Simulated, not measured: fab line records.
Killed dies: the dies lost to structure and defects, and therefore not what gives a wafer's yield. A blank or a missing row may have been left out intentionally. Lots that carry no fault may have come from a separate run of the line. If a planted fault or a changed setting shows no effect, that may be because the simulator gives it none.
fab line records -- flow n5-finfet
record: lots: 6, wafers: 16, last-day: 20
route steps=1938 shown WELL_APT@51 PMOS_HMC_CHANNEL_EPI@57 PASSIVATION@1936
lots with no fault: from the same line, run without faults
start-h: hours from the record's opening day to when the first of the lot's shown wafers began -- wait-h: how many hours have passed since the lot's step before this one -- " identical to the entry in the row above -- L1.1+2: one row covering several wafers at once -- - either no value or no given start -- * or withheld: withheld -- < > ~ a bound
route shown NAME@n: NAME is a module with steps in the file, n the number in the route of the first one -- usual: the fault-free wafers' mean and standard deviation -- same: alike in all rows -- chamber/n: place in a boat -- sites: readings site by site -- _std_site: the standard deviation of these -- _edge_site: the outer-site mean with the inner-site mean subtracted -- radius-mm: how far each site lies from the wafer's centre -- mask NAME#n: copy n -- behind: tool/chamber where the wafer was last shaped -- hold: the reason the lot was held/the length of the hold in hours/how it ended -- device: the n, p or np transistor that did not switch -- end of line: tests of these same wafers at the route's end -- a step with no rows: only its recipe -- killed: the dies lost at the first sort to structure and to defects; this is not the yield of the wafer -- map: per-die view of a wafer (x killed, . not killed, _ where there is no die)
set.NAME: the setting as run; set.NAME@STEP: as run at that earlier step -- model.NAME: the simulator's own value behind a step, which no gauge read
lots seen at some steps along the route; tables by step, rows by wafer
services: from which hour (start-h, from the record's first day; less than 0 if before it) a tool's chamber was out of use, for how many hours, and why
== steps ==
step: N5_WELL_APT_OXIDE_STRIP_42
recipe: chemistry: dHF, dilution: 25:1, time-s: 45, temp-c: 25, target: SiO2, target-depth-a: 120
step: N5_WELL_APT_PRECLEAN_36
recipe: chemistry: O3/DIW, time-s: 45, temp-c: 22, o3-ppm: 10
step: N5_WELL_APT_PRECLEAN_39
recipe: chemistry: dHF, time-s: 60, dilution: 150:1, temp-c: 25
step: N5_WELL_APT_SRD_37
recipe: dry: ipa-marangoni, do-ppb: 5, time-s: 30, temp-c: 23, rinse-liquid: diw
step: N5_WELL_APT_EPI_41
recipe: material: Si, target-thk-a: 500, temp-c: 650, precursor: SiH4/H2, pressure-torr: 20, time-s: 297.7
usual: throttle-valve-pct: 11.3/0.43
lot.wafer,tool,chamber,start-h,wait-h,throttle-valve-pct
L781.2,epi-rpcvd-04,0,34.45,0.2,11.5
L781.3,epi-rpcvd-04,0,34.45,0.2,11.7
L781.6,epi-rpcvd-04,0,34.45,0.2,11.6
L789.3,epi-rpcvd-01,0,82.47,0.2,10.4
L789.5,epi-rpcvd-01,0,82.47,0.2,10.7
L789.6,epi-rpcvd-01,0,82.47,0.2,10.6
L793.4,epi-rpcvd-04,0,106.60,0.3,11.4
L793.5,epi-rpcvd-04,0,106.60,0.3,11.7
L795.2,epi-rpcvd-04,0,118.25,0.2,11.6
L795.3,epi-rpcvd-04,0,118.25,0.2,11.7
L795.6,epi-rpcvd-04,0,118.25,0.2,11.8
L797.2,epi-rpcvd-01,0,130.87,0.1,10.7
L797.5,epi-rpcvd-01,0,130.87,0.1,10.8
L801.2,epi-rpcvd-04,0,154.55,0.1,11.7
L801.3,epi-rpcvd-04,0,154.55,0.1,11.2
L801.5,epi-rpcvd-04,0,154.55,0.1,11.9
step: N5_WELL_APT_INSPECT_38
recipe: inspect-instrument: darkfield, mode: post-epi
usual: raw-defect-count: 12/4.5
lot.wafer,tool,chamber,start-h,wait-h,raw-defect-count
L781.2,defect-inspect-02,-,35.37,0.7,21
L781.3,defect-inspect-02,-,35.37,0.7,22
L781.6,defect-inspect-02,-,35.37,0.7,30
L789.3,defect-inspect-02,-,82.91,0.3,9
L789.5,defect-inspect-02,-,82.91,0.3,10
L789.6,defect-inspect-02,-,82.91,0.3,10
L793.4,defect-inspect-01,-,106.94,0.2,9
L793.5,defect-inspect-01,-,106.94,0.2,11
L795.2,defect-inspect-02,-,118.96,0.6,10
L795.3,defect-inspect-02,-,118.96,0.6,12
L795.6,defect-inspect-02,-,118.96,0.6,11
L797.2,defect-inspect-01,-,131.41,0.4,12
L797.5,defect-inspect-01,-,131.41,0.4,12
L801.2,defect-inspect-02,-,155.10,0.5,7
L801.3,defect-inspect-02,-,155.10,0.5,12
L801.5,defect-inspect-02,-,155.10,0.5,16
step: N5_PMOS_HMC_CHANNEL_EPI_HM_DEP_34
recipe: material: SiO2, target-thk-a: 360, temp-c: 400, precursor: TEOS/O2, pressure-torr: 6.5, rf-w: 900, teos-flow-sccm: 161.4, gas: O2, flow-sccm: 2650, time-s: 6.9
usual: heater-power-w: 636/110, showerhead-plenum-p-Torr: 8.37/0.031, throttle-valve-pct: 18.8/1.1
lot.wafer,tool,chamber,start-h,wait-h,heater-power-w,showerhead-plenum-p-Torr,throttle-valve-pct
L781.2,pecvd-03,0,35.41,0.0,622,8.38,20.9
L781.3,pecvd-03,0,35.41,0.0,623,8.39,21.0
L781.6,pecvd-03,0,35.41,0.0,630,8.40,20.4
L789.3,pecvd-01,1,82.94,0.0,459,8.34,18.9
L789.5,pecvd-01,0,82.94,0.0,523,8.32,19.6
L789.6,pecvd-01,1,82.94,0.0,475,8.34,18.9
L793.4,pecvd-02,2,106.99,0.0,667,8.40,17.8
L793.5,pecvd-02,0,106.99,0.0,805,8.41,18.4
L795.2,pecvd-02,0,118.99,0.0,760,8.40,18.8
L795.3,pecvd-02,1,118.99,0.0,649,8.35,19.3
L795.6,pecvd-02,1,118.99,0.0,628,8.35,19.4
L797.2,pecvd-03,0,131.44,0.0,623,8.39,21.2
L797.5,pecvd-03,0,131.44,0.0,615,8.42,21.2
L801.2,pecvd-01,0,155.14,0.0,538,8.34,19.6
L801.3,pecvd-01,1,155.14,0.0,404,8.34,18.8
L801.5,pecvd-01,1,155.14,0.0,396,8.34,18.7
step: N5_PMOS_HMC_CHANNEL_EPI_COAT_31
recipe: resist: BARC, temp-c: 205, time-s: 60, spin-rpm: 1500, resist-thk-nm: 66
step: N5_PMOS_HMC_CHANNEL_EPI_COAT_03
recipe: resist: CAR-ArF-block, spin-rpm: 1500, resist-thk-nm: 205
step: N5_PMOS_HMC_CHANNEL_EPI_EBR_05
recipe: solvent: PGMEA, ebr-width-mm: 1.5
step: N5_PMOS_HMC_CHANNEL_EPI_SOFTBAKE_04
recipe: temp-c: 110, time-s: 60, resist: CAR-ArF-block
step: N5_PMOS_HMC_CHANNEL_EPI_EXPOSE_06
recipe: mask-id: PMOS_HMC_BLK, na: 1.35, source-shape: conventional, sigma-outer: 0.8, polarization: unpolarized, target-cd-nm: 240, dose-mj: 41
step: N5_PMOS_HMC_CHANNEL_EPI_PEB_07
recipe: peb-temp-c: 110, peb-time-s: 60, resist: CAR-ArF-block
usual: heater-power-total-W: 175.2/1.6
lot.wafer,tool,chamber,start-h,wait-h,heater-power-total-W
L781.2,litho-track-05,0,35.64,0.0,173.6
L781.3,litho-track-05,0,35.64,0.0,174.5
L781.6,litho-track-05,0,35.64,0.0,177.3
L789.3,litho-track-04,0,83.28,0.0,173.0
L789.5,litho-track-04,0,83.28,0.0,175.7
L789.6,litho-track-04,0,83.28,0.0,175.4
L793.4,litho-track-04,0,107.31,0.0,182.4
L793.5,litho-track-04,0,107.31,0.0,183.6
L795.2,litho-track-05,0,119.33,0.0,173.0
L795.3,litho-track-05,0,119.33,0.0,177.1
L795.6,litho-track-05,0,119.33,0.0,177.0
L797.2,litho-track-04,0,131.66,0.0,183.8
L797.5,litho-track-04,0,131.66,0.0,181.9
L801.2,litho-track-02,0,155.35,0.0,177.5
L801.3,litho-track-02,0,155.35,0.0,176.1
L801.5,litho-track-02,0,155.35,0.0,177.5
step: N5_PMOS_HMC_CHANNEL_EPI_DEVELOP_08
recipe: develop-time-s: 30, developer: TMAH, resist: CAR-ArF-block, dev-temp-c: 23, rinse-liquid: diw, dry: air-spin
step: N5_PMOS_HMC_CHANNEL_EPI_CD_MEAS_09
recipe: target-cd-nm: 237.4, landing-energy-ev: 500, detector: se-inlens
usual: cd-nm: 238.1/1.5
lot.wafer,tool,chamber,start-h,wait-h,cd-nm
L781.2,cd-sem-03,0,35.71,-,241.9
L781.3,cd-sem-03,0,35.71,-,238.1
L781.6,cd-sem-03,0,35.71,-,238.1
L789.3,cd-sem-02,0,83.35,-,236.0
L789.5,cd-sem-02,0,83.35,-,235.9
L789.6,cd-sem-02,0,83.35,-,236.6
L793.4,cd-sem-01,0,107.38,-,234.6
L793.5,cd-sem-01,0,107.38,-,233.1
L795.2,cd-sem-01,0,119.40,-,236.3
L795.3,cd-sem-01,0,119.40,-,236.8
L795.6,cd-sem-01,0,119.40,-,239.3
L797.2,cd-sem-03,0,131.72,-,233.0
L797.5,cd-sem-03,0,131.72,-,235.1
L801.2,cd-sem-03,0,155.42,-,238.7
L801.3,cd-sem-03,0,155.42,-,238.9
L801.5,cd-sem-03,0,155.42,-,238.0
step: N5_PMOS_HMC_CHANNEL_EPI_OVL_MEAS_10
recipe: points-per-wafer: 44
usual: PMOS_HMC_BLK_OVL: 0.4/0.83
same: points-per-wafer: 44
lot.wafer,tool,chamber,start-h,wait-h,PMOS_HMC_BLK_OVL[nm]
L781.2,overlay-01,0,35.73,0.0,-0.9
L781.3,overlay-01,0,35.73,0.0,-0.6
L781.6,overlay-01,0,35.73,0.0,0.4
L789.3,overlay-02,0,83.38,0.0,1.0
L789.5,overlay-02,0,83.38,0.0,1.2
L789.6,overlay-02,0,83.38,0.0,0.3
L793.4,overlay-01,0,107.41,0.0,1.2
L793.5,overlay-01,0,107.41,0.0,0.2
L795.2,overlay-02,0,119.43,0.0,-0.7
L795.3,overlay-02,0,119.43,0.0,0.0
L795.6,overlay-02,0,119.43,0.0,-0.4
L797.2,overlay-02,0,131.75,0.0,2.0
L797.5,overlay-02,0,131.75,0.0,0.7
L801.2,overlay-01,0,155.45,0.0,1.0
L801.3,overlay-01,0,155.45,0.0,1.0
L801.5,overlay-01,0,155.45,0.0,1.5
step: N5_PMOS_HMC_CHANNEL_EPI_INSPECT_11
recipe: mode: adi, inspect-instrument: macro
usual: raw-defect-count: 2.0/1.2
lot.wafer,tool,chamber,start-h,wait-h,raw-defect-count
L781.2,defect-inspect-01,-,35.76,0.0,1
L781.3,defect-inspect-01,-,35.76,0.0,1
L781.6,defect-inspect-01,-,35.76,0.0,3
L789.3,defect-inspect-01,-,83.40,0.0,2
L789.5,defect-inspect-01,-,83.40,0.0,1
L789.6,defect-inspect-01,-,83.40,0.0,2
L793.4,defect-inspect-02,-,107.43,0.0,0
L793.5,defect-inspect-02,-,107.43,0.0,3
L795.2,defect-inspect-01,-,119.45,0.0,3
L795.3,defect-inspect-01,-,119.45,0.0,4
L795.6,defect-inspect-01,-,119.45,0.0,1
L797.2,defect-inspect-01,-,131.78,0.0,2
L797.5,defect-inspect-01,-,131.78,0.0,0
L801.2,defect-inspect-02,-,155.47,0.0,3
L801.3,defect-inspect-02,-,155.47,0.0,2
L801.5,defect-inspect-02,-,155.47,0.0,3
step: N5_PMOS_HMC_CHANNEL_EPI_DESCUM_14
recipe: chemistry: O2, time-s: 7.9, source-power-w: 50, bias-power-w: 20, pressure-mtorr: 20, rf-frequency-hz: 2.712e+07, temp-c: 40, resist: CAR-ArF-block, o2-flow-sccm: 225
usual: bias-power-w: 20.01/0.067, drypump-motor-current-A: 5.6/0.45, oes-product-au: 0.79/0.086, rf-vpp-V: 243.4/1.3, showerhead-plenum-p-Torr: 2.12/0.07, throttle-valve-pct: 20.51/0.18
lot.wafer,tool,chamber,start-h,wait-h,bias-power-w,drypump-motor-current-A,oes-product-au,rf-hours-counter-h,rf-vpp-V,showerhead-plenum-p-Torr,throttle-valve-pct,model.PMOS_HMC_CHANNEL_EPI.cd-nm
L781.2,rie-diel-03,0,35.79,0.0,20.01,6.0,0.69,248,243.7,2.15,20.68,242
L781.3,rie-diel-03,3,35.79,0.0,20.03,4.9,0.78,133,245.6,2.18,20.67,238.1
L781.6,rie-diel-03,0,35.79,0.0,20.07,6.0,0.68,-,245.2,2.15,20.67,238.3
L789.3,rie-diel-06,2,83.70,0.3,20.04,5.8,0.83,75,240.9,1.97,20.55,236.1
L789.5,rie-diel-06,3,83.70,0.3,20.03,5.8,0.73,-,241.3,2.06,20.36,236
L789.6,rie-diel-06,0,83.70,0.3,20.06,5.5,0.67,-,242.7,2.09,20.56,236.4
L793.4,rie-diel-03,3,107.46,0.0,20.11,4.9,0.76,156,242.8,2.17,20.72,234.2
L793.5,rie-diel-03,3,107.46,0.0,20.07,4.9,0.76,-,245.5,2.17,20.71,233.2
L795.2,rie-diel-03,0,120.23,0.8,19.97,6.0,0.92,17,242.8,2.14,20.33,237
L795.3,rie-diel-03,3,120.23,0.8,19.92,4.9,0.76,161,243.8,2.17,20.72,236.7
L795.6,rie-diel-03,3,120.23,0.8,19.98,4.9,0.76,-,245.2,2.17,20.73,239.3
L797.2,rie-diel-03,0,131.81,0.0,19.99,6.0,0.91,21,244.5,2.14,20.33,233.2
L797.5,rie-diel-03,0,131.81,0.0,20.06,6.0,0.90,-,245.3,2.14,20.36,235.3
L801.2,rie-diel-03,2,155.50,0.0,20.07,5.4,0.68,211,243.7,2.19,20.75,238.4
L801.3,rie-diel-03,0,155.50,0.0,20.04,6.0,0.89,26,243.8,2.14,20.34,239.1
L801.5,rie-diel-03,2,155.50,0.0,19.97,5.4,0.69,-,243.9,2.19,20.77,237.3
step: N5_PMOS_HMC_CHANNEL_EPI_ETCH_32
recipe: chemistry: N2/H2, target: BARC, stop-on: SiO2, target-depth-a: 858, over-etch-frac: 0.3, time-s: 50.3, ion-energy-ev: 200, mask-material: CAR-ArF-block, pressure-mtorr: 30, source-w: 840, bias-w: 150, n2-flow-sccm: 200, h2-flow-sccm: 200
step: N5_PMOS_HMC_CHANNEL_EPI_HM_OPEN_15
recipe: chemistry: CHF3/O2, target: SiO2, mask-material: CAR-ArF-block, target-depth-a: 406, CHF3_flow_sccm: 50, O2_flow_sccm: 5, Ar_flow_sccm: 200, time-s: 20.3, pressure-mtorr: 30, source-w: 650, bias-w: 170, ion-energy-ev: 200
usual: drypump-motor-current-A: 5.6/0.44, oes-product-au: 0.79/0.08, rf-vpp-V: 525/12, showerhead-plenum-p-Torr: 2.43/0.08, throttle-valve-pct: 18.92/0.17
lot.wafer,tool,chamber,start-h,wait-h,drypump-motor-current-A,oes-product-au,rf-hours-counter-h,rf-vpp-V,showerhead-plenum-p-Torr,throttle-valve-pct
L781.2,rie-diel-03,0,35.87,0.0,6.0,0.68,248,536,2.46,19.10
L781.3,rie-diel-03,3,35.87,0.0,4.9,0.79,133,526,2.52,19.14
L781.6,rie-diel-03,0,35.87,0.0,6.0,0.68,-,538,2.46,19.10
L789.3,rie-diel-06,2,83.77,0.0,5.9,0.80,75,507,2.25,18.79
L789.5,rie-diel-06,3,83.77,0.0,5.8,0.72,-,516,2.40,19.04
L789.6,rie-diel-06,0,83.77,0.0,5.5,0.67,-,511,2.37,18.81
L793.4,rie-diel-03,3,107.54,0.0,5.0,0.77,156,526,2.51,19.19
L793.5,rie-diel-03,3,107.54,0.0,4.9,0.77,-,525,2.51,19.17
L795.2,rie-diel-03,0,120.30,0.0,6.0,0.90,17,538,2.45,18.72
L795.3,rie-diel-03,3,120.30,0.0,4.9,0.77,161,526,2.50,19.20
L795.6,rie-diel-03,3,120.30,0.0,4.9,0.77,-,526,2.50,19.20
L797.2,rie-diel-03,0,131.89,0.0,6.0,0.89,21,538,2.45,18.72
L797.5,rie-diel-03,0,131.89,0.0,6.0,0.88,-,538,2.45,18.72
L801.2,rie-diel-03,2,155.58,0.0,5.4,0.70,211,525,2.49,19.07
L801.3,rie-diel-03,0,155.58,0.0,6.0,0.87,26,538,2.45,18.71
L801.5,rie-diel-03,2,155.58,0.0,5.4,0.69,-,527,2.49,19.04
step: N5_PMOS_HMC_CHANNEL_EPI_STRIP_33
recipe: chemistry: N2/H2, power-w: 500, temp-c: 40, pressure-mtorr: 50, rf-frequency-hz: 6e+07, overash-fraction: 0.3, bias-power-w: 8, h2-frac: 0.5, n2-flow-sccm: 300, h2-flow-sccm: 300
usual: bias-power-w: 8.002/0.026, drypump-motor-current-A: 5.7/0.45, oes-product-au: 0.79/0.087, rf-vpp-V: 54.2/1.6, showerhead-plenum-p-Torr: 3.39/0.11, throttle-valve-pct: 18.9/0.41
lot.wafer,tool,chamber,start-h,wait-h,bias-power-w,drypump-motor-current-A,oes-product-au,rf-hours-counter-h,rf-vpp-V,showerhead-plenum-p-Torr,throttle-valve-pct
L781.2,rie-diel-03,0,35.93,0.0,8.020,6.0,0.69,248,54.1,3.49,19.9
L781.3,rie-diel-03,3,35.93,0.0,7.960,4.9,0.77,133,54.4,3.51,19.4
L781.6,rie-diel-03,0,35.93,0.0,8.008,6.0,0.70,-,54.0,3.49,19.8
L789.3,rie-diel-06,2,83.83,0.0,7.999,5.9,0.83,75,54.3,3.15,19.1
L789.5,rie-diel-06,3,83.83,0.0,7.985,5.8,0.73,-,53.2,3.34,18.8
L789.6,rie-diel-06,0,83.83,0.0,8.002,5.5,0.66,-,52.0,3.31,19.0
L793.4,rie-diel-03,3,107.60,0.0,8.007,4.9,0.76,156,54.9,3.49,19.4
L793.5,rie-diel-03,3,107.60,0.0,7.958,5.0,0.76,-,54.1,3.49,19.5
L795.2,rie-diel-03,0,120.36,0.0,8.024,6.1,0.91,17,54.5,3.48,19.4
L795.3,rie-diel-03,3,120.36,0.0,8.021,4.9,0.76,161,55.5,3.49,19.5
L795.6,rie-diel-03,3,120.36,0.0,7.989,4.9,0.76,-,53.4,3.49,19.5
L797.2,rie-diel-03,0,131.94,0.0,8.030,6.0,0.90,21,51.1,3.47,19.4
L797.5,rie-diel-03,0,131.94,0.0,8.014,6.0,0.90,-,55.5,3.47,19.5
L801.2,rie-diel-03,2,155.64,0.0,8.006,5.4,0.68,211,53.4,3.45,18.9
L801.3,rie-diel-03,0,155.64,0.0,8.050,6.0,0.90,26,55.2,3.47,19.4
L801.5,rie-diel-03,2,155.64,0.0,8.016,5.4,0.68,-,55.4,3.45,18.9
step: N5_PMOS_HMC_CHANNEL_EPI_STRIP_17
recipe: chemistry: SPM, time-s: 750, temp-c: 130, h2so4-h2o2-vol-ratio: 4, dry: ipa-marangoni
step: N5_PMOS_HMC_CHANNEL_EPI_ETCH_38
recipe: chemistry: CF4, target: SiO2, target-depth-a: 15, ion-energy-ev: 350, pressure-mtorr: 10, icp-w: 800, bias-w: 400, cf4-flow-sccm: 80
usual: drypump-motor-current-A: 5.8/0.4, oes-product-au: 0.991/0.028, throttle-valve-pct: 21.92/0.2
lot.wafer,tool,chamber,start-h,wait-h,drypump-motor-current-A,oes-product-au,rf-hours-counter-h,throttle-valve-pct
L781.2,rie-si-04,3,36.23,0.0,5.9,0.973,174,21.64
L781.3,rie-si-04,1,36.23,0.0,5.5,1.020,139,22.08
L781.6,rie-si-04,2,36.23,0.0,5.9,1.014,-,21.74
L789.3,rie-si-05,0,84.13,0.0,6.2,0.993,8,21.72
L789.5,rie-si-05,3,84.13,0.0,5.0,0.962,-,22.24
L789.6,rie-si-05,2,84.13,0.0,5.1,0.971,-,22.04
L793.4,rie-si-05,3,107.90,0.0,5.1,0.970,8,22.23
L793.5,rie-si-05,3,107.90,0.0,5.0,0.965,-,22.23
L795.2,rie-si-03,0,120.68,0.0,5.8,1.025,2,21.76
L795.3,rie-si-03,3,120.68,0.0,6.6,1.012,193,22.05
L795.6,rie-si-03,0,120.68,0.0,5.8,1.023,-,21.74
L797.2,rie-si-03,2,132.25,0.0,5.5,1.010,82,22.10
L797.5,rie-si-03,1,132.25,0.0,5.8,0.938,-,21.94
L801.2,rie-si-03,0,155.94,0.0,5.8,1.034,3,21.76
L801.3,rie-si-03,2,155.94,0.0,5.6,1.010,83,22.11
L801.5,rie-si-03,2,155.94,0.0,5.5,1.002,-,22.09
step: N5_PMOS_HMC_CHANNEL_EPI_FIN_RECESS_16
recipe: chemistry: HBr/Cl2, target: Si, mask-material: SiO2, target-depth-a: 540, time-s: 18, pressure-mtorr: 10, icp-w: 800, bias-w: 75, HBr_flow_sccm: 150, Cl2_flow_sccm: 80
usual: drypump-motor-current-A: 5.8/0.4, oes-product-au: 0.988/0.022, throttle-valve-pct: 35.5/0.32
lot.wafer,tool,chamber,start-h,wait-h,drypump-motor-current-A,oes-product-au,rf-hours-counter-h,throttle-valve-pct,model.PMOS_HMC_CHANNEL_EPI.cd-nm
L781.2,rie-si-04,3,36.25,0.0,5.9,0.983,174,35.3,243.1
L781.3,rie-si-04,1,36.25,0.0,5.5,1.014,139,35.3,241.1
L781.6,rie-si-04,2,36.25,0.0,5.9,1.001,-,35.6,239.3
L789.3,rie-si-05,0,84.15,0.0,6.2,0.984,8,35.2,238.6
L789.5,rie-si-05,3,84.15,0.0,5.0,0.973,-,36.1,240.6
L789.6,rie-si-05,2,84.15,0.0,5.1,0.957,-,35.3,239.4
L793.4,rie-si-05,3,107.92,0.0,5.1,0.968,8,36.1,236.5
L793.5,rie-si-05,3,107.92,0.0,5.1,0.975,-,36.1,235.8
L795.2,rie-si-03,0,120.70,0.0,5.8,1.030,2,34.9,238.1
L795.3,rie-si-03,3,120.70,0.0,6.6,1.009,193,35.6,239.2
L795.6,rie-si-03,0,120.70,0.0,5.8,1.020,-,34.9,241.5
L797.2,rie-si-03,2,132.27,0.0,5.6,0.982,82,35.7,234
L797.5,rie-si-03,1,132.27,0.0,5.9,0.953,-,35.8,235.9
L801.2,rie-si-03,0,155.96,0.0,5.9,1.030,3,34.9,241.4
L801.3,rie-si-03,2,155.96,0.0,5.6,1.002,83,35.7,239.8
L801.5,rie-si-03,2,155.96,0.0,5.6,1.002,-,35.7,240.2
step: N5_PMOS_HMC_CHANNEL_EPI_PRECLEAN_36
recipe: chemistry: O3/DIW, time-s: 45, temp-c: 22, o3-ppm: 10
step: N5_PASSIVATION_PROBE_49
usual: killed_at_M0_to_M3: 36/10, killed_at_M4_up: 14/5.2, killed-at-contacts: 12/6, killed-at-front-end: 37/10, killed-at-other: 4/3.3, killed-dies: 104/18, killed-open: 68/14, killed-short: 34/7.4
same: gross-dies: 1180, killed-at-back-side: 0
lot.wafer,tool,chamber,start-h,wait-h,killed_at_M0_to_M3,killed_at_M4_up,killed-at-contacts,killed-at-front-end,killed-at-other,killed-dies,killed-open,killed-short
L801.2,prober-01,-,478.25,0.1,48,16,3,23,2,92,57,34
L801.3,prober-01,-,478.30,0.1,42,9,6,29,12,98,60,37
L801.5,prober-01,-,478.40,0.2,18,15,7,46,3,89,58,30
killed by level:class
L801.2 BEOL_M2:geometric-particle:open=13 BEOL_M3:geometric-particle:open=8 BEOL_M2:geometric-particle:short=7 STI_FIN_REVEAL:geometric-particle:open=6 BEOL_M0_SAQP:geometric-particle:short=6 BEOL_M4:geometric-particle:open=6 STI_FIN_REVEAL:geometric-particle:short=5 BEOL_M0_SAQP:geometric-particle:open=5
L801.3 BEOL_M0_SAQP:geometric-particle:open=10 GATE_CUT:geometric-particle:short=7 BEOL_M1:geometric-particle:open=7 MOL_CONTACT_COAG:geometric-particle:open=6 BEOL_M0_SAQP:geometric-particle:short=6 FIN_SAQP:geometric-particle:short=5 BEOL_M2:geometric-particle:open=5 MIM_TOP_ETCH:geometric-particle:open=5
L801.5 STI_FIN_REVEAL:geometric-particle:open=12 GATE_CUT:geometric-particle:open=7 BEOL_M4:geometric-particle:open=7 MOL_CONTACT_COAG:geometric-particle:open=6 BEOL_M2:geometric-particle:open=6 STI_FIN_REVEAL:geometric-particle:short=5 STARTING-WAFER:geometric-particle:short=4 FIN_SAQP:geometric-particle:short=3
== services ==
tool,chamber,start-h,hours,kind
pecvd-03,2,18.99,4.6,repair
rie-diel-03,3,22.47,5.6,repair
rie-diel-03,-,24.05,0.2,repair
rie-diel-03,0,40.63,-,clean
rie-diel-03,0,40.63,-,consumable-replace:focus-ring
rie-diel-03,0,40.63,23.0,scheduled-down
rie-diel-03,0,40.63,23.0,vent-cycle
rie-diel-06,-,46.09,0.8,repair
pecvd-03,-,47.65,2.0,repair
pecvd-01,0,52.23,5.5,repair
pecvd-01,-,67.91,6.0,pm
pecvd-02,0,79.29,4.8,repair
rie-si-05,-,90.61,0.2,repair
pecvd-02,-,107.90,2.6,repair
rie-diel-03,1,114.46,10.7,repair
rie-si-05,-,114.55,0.3,repair
rie-si-05,3,124.57,9.0,repair
pecvd-03,0,133.11,3.9,repair
rie-diel-03,3,139.89,3.5,repair
rie-si-03,-,143.02,2.8,pm
epi-rpcvd-04,-,143.07,8.1,pm
rie-si-03,3,155.41,-,clean
rie-si-03,3,155.41,36.2,scheduled-down
rie-si-03,3,155.41,36.2,vent-cycle
== key ==
first-sign: step: N5_PMOS_HMC_CHANNEL_EPI_PEB_07, reading: heater-power-total-W, direction: up, sigmas: 5, usual: *, struck: *
effect none on later readings
model-effect: step: N5_PMOS_HMC_CHANNEL_EPI_DESCUM_14, value: PMOS_HMC_CHANNEL_EPI.cd-nm, without: 236.8, struck: 234
model-effect: step: N5_PMOS_HMC_CHANNEL_EPI_FIN_RECESS_16, value: PMOS_HMC_CHANNEL_EPI.cd-nm, without: 238.4, struck: 235.5
met-at N5_PMOS_HMC_CHANNEL_EPI_PEB_07
struck-wafers L793.4,L793.5,L797.2,L797.5
tester-left-out L793,L797
loop-trim: step: N5_PMOS_HMC_CHANNEL_EPI_EXPOSE_06, setting: dose, lots: L797
baseline-loss: step: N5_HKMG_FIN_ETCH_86, wafers: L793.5
baseline-loss: step: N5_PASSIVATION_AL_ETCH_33, wafers: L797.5
onset-between 83.28 107.31
fault: kind: process-parameter-drift, tool: litho-track-04, chamber: -, onset-h: 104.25, steps: N5_PMOS_HMC_CHANNEL_EPI_PEB_07, channel: peb-time-s, offset: *, shape: step, end-h: 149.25, acts-in: *, stated: *
tester-left-out: of these lots the tester's yield and bins aren't shown, on N5 and GAA mostly nor the transistor test; their killed dies are dies lost to structure and defects alone, not to doping, threshold or leakage, so they don't give the yield
loop-trim: a control loop set the setting to another value than it would have without faults
baseline-loss: these wafers lose ten dies or more at that step, a loss of the line's own and not of a fault; the sort's usual values leave them out
